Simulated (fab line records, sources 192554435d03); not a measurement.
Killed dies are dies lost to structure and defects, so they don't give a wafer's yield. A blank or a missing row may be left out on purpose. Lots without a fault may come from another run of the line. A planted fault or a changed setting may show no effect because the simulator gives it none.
Chamber matching | flow n5_finfet | N5_FIN_SAQP_MANDREL1_REMOVE_56 on rie_si-01: 4 sister chambers
The step chemistry HBr/Cl2/O2, target a-Si, stops on SiNx, bt time 10 s. 22 wafers are shown with their chamber, then 11 later ones without.

WAFERS WITH THEIR CHAMBER
wafer  | chamber | drypump_motor_current_A (A) | throttle_valve_pct (%) | oes_product_au (a.u.)
L074.1 | 1       | 5.4                         | 36.95                  | 1.017
L074.5 | 1       | 5.3                         | 36.95                  | 1.011
L074.6 | 2       | 5.7                         | 36.37                  | 1.009
L075.1 | 2       | 5.7                         | 36.36                  | 0.992
L075.2 | 3       | 5.0                         | 36.80                  | 1.005
L075.4 | 0       | 5.5                         | 36.79                  | 1.015
L076.4 | 2       | 5.7                         | 36.37                  | 1.007
L076.5 | 2       | 5.7                         | 36.35                  | 1.002
L076.6 | 3       | 5.0                         | 36.80                  | 1.007
L079.4 | 2       | 5.7                         | 36.37                  | 1.002
L079.5 | 2       | 5.7                         | 36.37                  | 1.007
L079.6 | 3       | 5.0                         | 36.80                  | 1.010
L082.2 | 2       | 5.7                         | 36.36                  | 1.011
L082.3 | 0       | 5.5                         | 36.81                  | 1.021
L082.6 | 1       | 5.3                         | 36.94                  | 0.999
L084.1 | 3       | 5.0                         | 36.79                  | 1.011
L084.2 | 2       | 5.7                         | 36.38                  | 1.009
L084.4 | 2       | 5.7                         | 36.36                  | 1.003
L088.1 | 2       | 5.7                         | 36.38                  | 1.003
L088.2 | 1       | 5.3                         | 37.14                  | 0.965
L088.3 | 3       | 5.0                         | 36.81                  | 1.012
L089.1 | 3       | 5.0                         | 36.80                  | 0.998

SIGNATURES (means of the wafers above)
reading                 | chamber 0 | chamber 1 | chamber 2 | chamber 3 | scatter within a chamber
drypump_motor_current_A | 5.500     | 5.325     | 5.700     | 5.000     | 0.0204
throttle_valve_pct      | 36.8000   | 36.9950   | 36.3670   | 36.8000   | 0.0404
oes_product_au          | 1.01800   | 0.99800   | 1.00450   | 1.00717   | 0.0106
Rule: a wafer's distance from a chamber is the root of the sum, over the readings, of the square of ((its reading less the chamber's mean) divided by the reading's scatter). The wafer belongs to the nearest chamber; if the next one is less than 2 further off, it can't be placed. The scatter: the root of (the sum of the squares of (reading less its chamber's mean) over the shown wafers, divided by (wafers less chambers)).

WAFERS WITHOUT THEIR CHAMBER
wafer  | drypump_motor_current_A (A) | throttle_valve_pct (%) | oes_product_au (a.u.)
L089.4 | 5.5                         | 36.80                  | 1.024
L089.6 | 5.7                         | 36.36                  | 1.001
L090.1 | 5.3                         | 37.15                  | 0.963
L090.2 | 5.0                         | 36.80                  | 0.996
L090.5 | 5.5                         | 36.77                  | 1.032
L092.1 | 5.5                         | 36.81                  | 1.023
L092.3 | 5.7                         | 36.38                  | 1.002
L092.6 | 5.4                         | 37.13                  | 0.966
L096.1 | 5.7                         | 36.37                  | 1.004
L096.3 | 5.3                         | 37.16                  | 0.962
L096.5 | 5.7                         | 36.39                  | 1.003

WHICH CHAMBER EACH WENT THROUGH
wafer  | from the rows above | in truth
L089.4 | 0                   | 0
L089.6 | 2                   | 2
L090.1 | 1                   | 1
L090.2 | 3                   | 3
L090.5 | 0                   | 0
L092.1 | 0                   | 0
L092.3 | 2                   | 2
L092.6 | 1                   | 1
L096.1 | 2                   | 2
L096.3 | 1                   | 1
L096.5 | 2                   | 2
Placed correctly: 11 of 11. Can't be placed from these rows: 0. Placed wrongly: 0.
